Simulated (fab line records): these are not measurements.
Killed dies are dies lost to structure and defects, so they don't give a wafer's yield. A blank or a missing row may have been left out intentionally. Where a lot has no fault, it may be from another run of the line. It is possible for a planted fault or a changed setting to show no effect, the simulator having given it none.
Which of the tools did it? || flow nand harc || 39 wafers from 15 lots sampled at 5 of the route's 1302 steps

WHAT EACH GAUGE READ, for each wafer
NHARC_A_START_INSPECT_01.
{"lot": "L462", "measured": "day 6 23:10", "on": "defect inspect-02", "raw defect count": "5 0 3"}
{"lot": "L463", "measured": "day 7 06:31", "on": "defect inspect-02", "raw defect count": "4 4 7"}
{"lot": "L464", "measured": "day 7 10:19", "on": "defect inspect-02", "raw defect count": "1 4 2"}
{"lot": "L466", "measured": "day 8 18:48", "on": "defect inspect-02", "raw defect count": "4 4 4"}
{"lot": "L467", "measured": "day 8 19:38", "on": "defect inspect-01", "raw defect count": "1 1 3"}
{"lot": "L468", "measured": "day 9 06:32", "on": "defect inspect-01", "raw defect count": "2 1 1"}
{"lot": "L470", "measured": "day 9 21:59", "on": "defect inspect-02", "raw defect count": 10}
{"lot": "L471", "measured": "day 10 17:07", "on": "defect inspect-02", "raw defect count": 9}
{"lot": "L472", "measured": "day 10 21:55", "on": "defect inspect-01", "raw defect count": 2}
{"lot": "L479", "measured": "day 13 18:46", "on": "defect inspect-01", "raw defect count": "4 7 7"}
{"lot": "L480", "measured": "day 14 13:08", "on": "defect inspect-02", "raw defect count": "3 4 6"}
{"lot": "L481", "measured": "day 14 18:40", "on": "defect inspect-01", "raw defect count": "3 5 4"}
{"lot": "L482", "measured": "day 15 01:54", "on": "defect inspect-02", "raw defect count": "3 3 5"}
{"lot": "L483", "measured": "day 15 15:43", "on": "defect inspect-01", "raw defect count": "4 2 1"}
{"lot": "L485", "measured": "day 16 10:54", "on": "defect inspect-02", "raw defect count": "2 2 6"}

NHARC_A_ZERO_WELL_CD_MEAS_10: the cd target is 2000 nm.
{"lot": "L462", "measured": "day 6 23:54", "on": "cd sem-01", "cd nm (nm)": "1998.7 1999.5 1997.4"}
{"lot": "L463", "measured": "day 7 07:21", "on": "cd sem-03", "cd nm (nm)": "2001.0 2000.3 1998.1"}
{"lot": "L464", "measured": "day 7 11:10", "on": "cd sem-02", "cd nm (nm)": "1998.0 1995.9 1999.0"}
{"lot": "L466", "measured": "day 8 19:38", "on": "cd sem-02", "cd nm (nm)": "2000.1 1999.0 2000.8"}
{"lot": "L467", "measured": "day 8 20:29", "on": "cd sem-02", "cd nm (nm)": "1999.8 1997.3 2000.5"}
{"lot": "L468", "measured": "day 9 07:16", "on": "cd sem-02", "cd nm (nm)": "2001.5 2002.2 2002.3"}
{"lot": "L470", "measured": "day 9 22:50", "on": "cd sem-02", "cd nm (nm)": 1998.4}
{"lot": "L471", "measured": "day 10 17:57", "on": "cd sem-01", "cd nm (nm)": 2002.5}
{"lot": "L472", "measured": "day 10 22:45", "on": "cd sem-02", "cd nm (nm)": 2000.9}
{"lot": "L479", "measured": "day 13 19:29", "on": "cd sem-01", "cd nm (nm)": "1998.6 1999.0 2002.2"}
{"lot": "L480", "measured": "day 14 13:58", "on": "cd sem-02", "cd nm (nm)": "2000.2 2000.4 2002.3"}
{"lot": "L481", "measured": "day 14 19:30", "on": "cd sem-03", "cd nm (nm)": "1999.4 1998.4 1997.3"}
{"lot": "L482", "measured": "day 15 02:37", "on": "cd sem-02", "cd nm (nm)": "2000.4 1999.7 1999.3"}
{"lot": "L483", "measured": "day 15 16:33", "on": "cd sem-02", "cd nm (nm)": "2002.2 2000.8 2001.5"}
{"lot": "L485", "measured": "day 16 11:44", "on": "cd sem-03", "cd nm (nm)": "1999.5 2002.8 2000.3"}

NHARC_A_ONON_D1_THK_MEAS_30: measures by ellipsometry.
{"lot": "L462", "measured": "day 8 11:55", "on": "film metro-02", "thk nm (nm)": "1000 998 1000"}
{"lot": "L463", "measured": "day 8 19:23", "on": "film metro-02", "thk nm (nm)": "1007 1006 1008"}
{"lot": "L464", "measured": "day 8 19:25", "on": "film metro-01", "thk nm (nm)": "996 995 994"}
{"lot": "L466", "measured": "day 10 08:39", "on": "film metro-02", "thk nm (nm)": "1006 1005 1007"}
{"lot": "L467", "measured": "day 10 08:27", "on": "film metro-02", "thk nm (nm)": "1008 1009 1008"}
{"lot": "L468", "measured": "day 10 19:26", "on": "film metro-02", "thk nm (nm)": "994 994 993"}
{"lot": "L470", "measured": "day 11 19:10", "on": "film metro-01", "thk nm (nm)": "1616 1613"}
{"lot": "L471", "measured": "day 12 04:25", "on": "film metro-01", "thk nm (nm)": "1629 1630"}
{"lot": "L472", "measured": "day 12 08:59", "on": "film metro-02", "thk nm (nm)": "1619 1620"}
{"lot": "L479", "measured": "day 15 13:05", "on": "film metro-02", "thk nm (nm)": "992 993 993"}
{"lot": "L480", "measured": "day 16 04:47", "on": "film metro-01", "thk nm (nm)": "1003 1003 1002"}
{"lot": "L481", "measured": "day 16 04:46", "on": "film metro-02", "thk nm (nm)": "1002 1002 1002"}
{"lot": "L482", "measured": "day 16 13:05", "on": "film metro-01", "thk nm (nm)": "980 980 980"}
{"lot": "L483", "measured": "day 17 06:08", "on": "film metro-02", "thk nm (nm)": "992 991 992"}
{"lot": "L485", "measured": "day 17 23:10", "on": "film metro-02", "thk nm (nm)": "982 982 981"}

NHARC_A_CHANNEL_HOLE_D1_OVL_MEAS_11.
{"lot": "L462", "measured": "day 8 15:37", "on": "overlay-01", "overlay x nm (nm)": "0.0 0.0 -0.7", "overlay y nm (nm)": "1.2 1.5 1.1"}
{"lot": "L463", "measured": "day 9 03:19", "on": "overlay-01", "overlay x nm (nm)": "-1.7 -1.1 -1.9", "overlay y nm (nm)": "0.4 0.7 0.4"}
{"lot": "L464", "measured": "day 9 05:11", "on": "overlay-01", "overlay x nm (nm)": "0.2 0.3 -0.1", "overlay y nm (nm)": "0.3 0.5 0.1"}
{"lot": "L466", "measured": "day 10 13:26", "on": "overlay-02", "overlay x nm (nm)": "-0.9 -1.1 -0.4", "overlay y nm (nm)": "-0.1 -0.6 -0.2"}
{"lot": "L467", "measured": "day 10 12:13", "on": "overlay-02", "overlay x nm (nm)": "-1.5 -0.9 -1.0", "overlay y nm (nm)": "2.1 2.0 1.4"}
{"lot": "L468", "measured": "day 10 23:06", "on": "overlay-01", "overlay x nm (nm)": "-0.5 -0.2 -1.1", "overlay y nm (nm)": "-1.0 -0.8 -0.3"}
{"lot": "L479", "measured": "day 15 16:23", "on": "overlay-01", "overlay x nm (nm)": "1.2 0.7 0.5", "overlay y nm (nm)": "0.6 0.8 0.7"}
{"lot": "L480", "measured": "day 16 10:17", "on": "overlay-01", "overlay x nm (nm)": "-0.6 -1.3 -0.8", "overlay y nm (nm)": "0.1 0.7 0.6"}
{"lot": "L481", "measured": "day 16 10:02", "on": "overlay-01", "overlay x nm (nm)": "-0.3 -0.3 -0.8", "overlay y nm (nm)": "-0.7 0.0 -0.2"}
{"lot": "L482", "measured": "day 16 21:01", "on": "overlay-01", "overlay x nm (nm)": "1.0 1.4 0.9", "overlay y nm (nm)": "-0.3 -0.1 0.1"}
{"lot": "L483", "measured": "day 17 09:37", "on": "overlay-02", "overlay x nm (nm)": "-0.5 -1.4 -0.3", "overlay y nm (nm)": "-0.7 -1.3 -1.2"}
{"lot": "L485", "measured": "day 18 02:43", "on": "overlay-02", "overlay x nm (nm)": "-0.4 -0.2 -0.1", "overlay y nm (nm)": "1.6 1.2 0.7"}

WHICH TOOL RAN EACH LOT (tool, then ch and the chambers of the sampled wafers, then the start)
{"lot": "L462", "NHARC_A_ONON_D1_DEP_28": "pecvd onon-01 ch 0, day 8 11:28"}
{"lot": "L463", "NHARC_A_ONON_D1_DEP_28": "pecvd onon-01 ch 0, day 8 18:56"}
{"lot": "L464", "NHARC_A_ONON_D1_DEP_28": "pecvd onon-03 ch 0, day 8 18:58"}
{"lot": "L466", "NHARC_A_ONON_D1_DEP_28": "pecvd onon-03 ch 0, day 10 08:12"}
{"lot": "L467", "NHARC_A_ONON_D1_DEP_28": "pecvd onon-02 ch 0, day 10 08:03"}
{"lot": "L468", "NHARC_A_ONON_D1_DEP_28": "pecvd onon-02 ch 0, day 10 18:55"}
{"lot": "L470", "NHARC_A_ONON_D1_DEP_28": "pecvd onon-02 ch 0, day 11 18:50"}
{"lot": "L471", "NHARC_A_ONON_D1_DEP_28": "pecvd onon-02 ch 0, day 12 04:05"}
{"lot": "L472", "NHARC_A_ONON_D1_DEP_28": "pecvd onon-02 ch 0, day 12 08:39"}
{"lot": "L479", "NHARC_A_ONON_D1_DEP_28": "pecvd onon-02 ch 0, day 15 12:35"}
{"lot": "L480", "NHARC_A_ONON_D1_DEP_28": "pecvd onon-03 ch 0, day 16 04:17"}
{"lot": "L481", "NHARC_A_ONON_D1_DEP_28": "pecvd onon-02 ch 0, day 16 04:15"}
{"lot": "L482", "NHARC_A_ONON_D1_DEP_28": "pecvd onon-01 ch 0, day 16 12:34"}
{"lot": "L483", "NHARC_A_ONON_D1_DEP_28": "pecvd onon-01 ch 0, day 17 05:40"}
{"lot": "L485", "NHARC_A_ONON_D1_DEP_28": "pecvd onon-01 ch 0, day 17 22:39"}
- NHARC_A_ONON_D1_DEP_28: target thk 1000 nm.

WHAT THE TOOLS THEMSELVES READ (means of the sampled wafers that have a number; where no wafer has one, the mark that the record gives instead)
NHARC_A_ONON_D1_DEP_28.
{"lot": "L462", "tool": "pecvd onon-01", "sih4 flow sccm (sccm)": 210.8}
{"lot": "L463", "tool": "pecvd onon-01", "sih4 flow sccm (sccm)": 210.5}
{"lot": "L464", "tool": "pecvd onon-03", "sih4 flow sccm (sccm)": 209.4}
{"lot": "L466", "tool": "pecvd onon-03", "sih4 flow sccm (sccm)": 210.2}
{"lot": "L467", "tool": "pecvd onon-02", "sih4 flow sccm (sccm)": 210.6}
{"lot": "L468", "tool": "pecvd onon-02", "sih4 flow sccm (sccm)": 210.1}
{"lot": "L470", "tool": "pecvd onon-02", "sih4 flow sccm (sccm)": 209.9}
{"lot": "L471", "tool": "pecvd onon-02", "sih4 flow sccm (sccm)": 210.0}
{"lot": "L472", "tool": "pecvd onon-02", "sih4 flow sccm (sccm)": 209.6}
{"lot": "L479", "tool": "pecvd onon-02", "sih4 flow sccm (sccm)": 209.4}
{"lot": "L480", "tool": "pecvd onon-03", "sih4 flow sccm (sccm)": 209.6}
{"lot": "L481", "tool": "pecvd onon-02", "sih4 flow sccm (sccm)": 209.8}
{"lot": "L482", "tool": "pecvd onon-01", "sih4 flow sccm (sccm)": 210.3}
{"lot": "L483", "tool": "pecvd onon-01", "sih4 flow sccm (sccm)": 209.5}
{"lot": "L485", "tool": "pecvd onon-01", "sih4 flow sccm (sccm)": 210.0}

THE ANSWER, worked out from the rows above alone
Rule: the usual values come from the lots themselves. The widest of any qualifying gaps counts: lots, ordered by their means at a reading, are off when they make up no more than a third of the lots, leave a main group of 4 or more, and stand apart from it by 3 or more times the standard deviation of that group's means. A main group is skipped when, at the precision printed for the reading in the tables above, its means are all equal. Also off: a lot with no number at a reading for which 4 or more lots have one. The other lots that the step has rows for count as sound. After the gauges, taken in route order, come the tools' own readings; for these a lot's mean is taken, as printed above. At the first step where some lot is off, the reading lying furthest off is the one used; lots without a number count as furthest.
Off, at NHARC_A_ONON_D1_THK_MEAS_30 on thk nm: L470, L471, L472. The main group: mean 997 nm, standard deviation 8.9.
If a tool, at a process step before that reading, ran all the lots that are off and no sound lot after the first of them, it fits. Those tools and the gauges at NHARC_A_ONON_D1_THK_MEAS_30 are tried in the same way. Not one of the candidates tried fits.

WHAT THE SIMULATOR PUT IN
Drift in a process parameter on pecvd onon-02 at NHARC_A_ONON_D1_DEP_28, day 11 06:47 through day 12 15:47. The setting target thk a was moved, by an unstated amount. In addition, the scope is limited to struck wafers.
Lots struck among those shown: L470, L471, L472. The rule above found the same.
